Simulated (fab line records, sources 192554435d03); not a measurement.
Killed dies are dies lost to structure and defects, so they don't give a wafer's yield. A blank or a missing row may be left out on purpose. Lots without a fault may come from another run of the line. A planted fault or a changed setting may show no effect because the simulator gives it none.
Split-lot experiment | flow n5_finfet | 7 lots, 21 wafers read, on a route of 1938 steps

THE SPLIT
At N5_MIM_BOT_ETCH_ETCH_00 (etches TiN in Cl2/BCl3, target depth 45.5 nm), the setting bias_w was moved away from the recipe's 126 W on 6 of the 21 wafers read, by -16.7% to +9.0%. The other wafers ran this setting at the recipe's value.

The reading is taken at the split's own step.

THE READING
etch.depth_nm (the simulator's own value, which no gauge read), in nm, at N5_MIM_BOT_ETCH_ETCH_00 (etches TiN in Cl2/BCl3, target depth 45.5 nm). The file gives no usual value for it. The 15 wafers here that ran the recipe average 46.41 nm, standard deviation 0.97 nm.

wafer  | tool, chamber at the split | bias_w as run, W | against the recipe | etch.depth_nm, nm | against lot-mates on the recipe
L080.1 | rie_metal-01, 1            | 137.3            | +9.0%              | 49.53             | +2.32
L080.2 | rie_metal-01, 0            | 126              | recipe             | 46.91             | -
L080.4 | rie_metal-01, 1            | 126              | recipe             | 47.51             | -
L089.1 | rie_metal-01, 0            | 119              | -5.6%              | 46.15             | -1.33
L089.3 | rie_metal-01, 1            | 126              | recipe             | 47.43             | -
L089.4 | rie_metal-01, 0            | 126              | recipe             | 47.53             | -
L087.1 | rie_metal-03, 1            | 126              | recipe             | 45.76             | -
L087.5 | rie_metal-03, 0            | 126              | recipe             | 44.27             | -
L087.6 | rie_metal-03, 1            | 126              | recipe             | 45.61             | -
L093.1 | rie_metal-02, 1            | 134.9            | +7.1%              | 47.11             | +0.73
L093.2 | rie_metal-02, 0            | 134.9            | +7.1%              | 47.42             | +1.04
L093.5 | rie_metal-02, 0            | 126              | recipe             | 46.38             | -
L091.1 | rie_metal-03, 1            | 104.9            | -16.7%             | 42.86             | -3.10
L091.3 | rie_metal-03, 0            | 104.9            | -16.7%             | 41.85             | -4.11
L091.5 | rie_metal-03, 1            | 126              | recipe             | 45.96             | -
L092.3 | rie_metal-03, 0            | 126              | recipe             | 44.64             | -
L092.4 | rie_metal-03, 1            | 126              | recipe             | 46.54             | -
L092.5 | rie_metal-03, 1            | 126              | recipe             | 46.36             | -
L095.2 | rie_metal-01, 0            | 126              | recipe             | 46.99             | -
L095.3 | rie_metal-01, 0            | 126              | recipe             | 47.05             | -
L095.6 | rie_metal-01, 1            | 126              | recipe             | 47.2              | -

THE FIT
A straight line over all 21 wafers: etch.depth_nm changes by +0.23 nm for each +1% of bias_w; r = +0.83; the points scatter about the line by 0.98 nm.
The same after taking each lot's own level away (the mean of its wafers on the recipe; 21 wafers): +0.208 nm for each +1%; r = +0.93; scatter 0.52 nm.
On that fit, the largest move of bias_w shifts the reading by 3.5 nm.
The lots' own levels span 45.213 to 47.480 nm, that is 2.3 times the standard deviation above.
So the lot-to-lot level changes the slope: the two fits differ.
Check: with one of the wafers moved furthest among these (-16.7%) left out of the fit, the line predicts -3.81 nm for it against its lot-mates. It came out at -3.1 nm against them.

OTHER SPLITS ON THESE WAFERS
These wafers also went through other splits before the reading. Each is held against what the fit with the lots' levels taken away leaves over:
other split on the same wafers     | wafers away from the commonest value | r with etch.depth_nm (lot level and that fit taken away)
N5_MIM_BOT_LITHO_EXPOSE_05 dose_mj | 5                                    | -0.24

THE FILE'S OWN FIT
etch.depth_nm changes by +0.214 nm for each +1% of bias_w, r = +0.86.
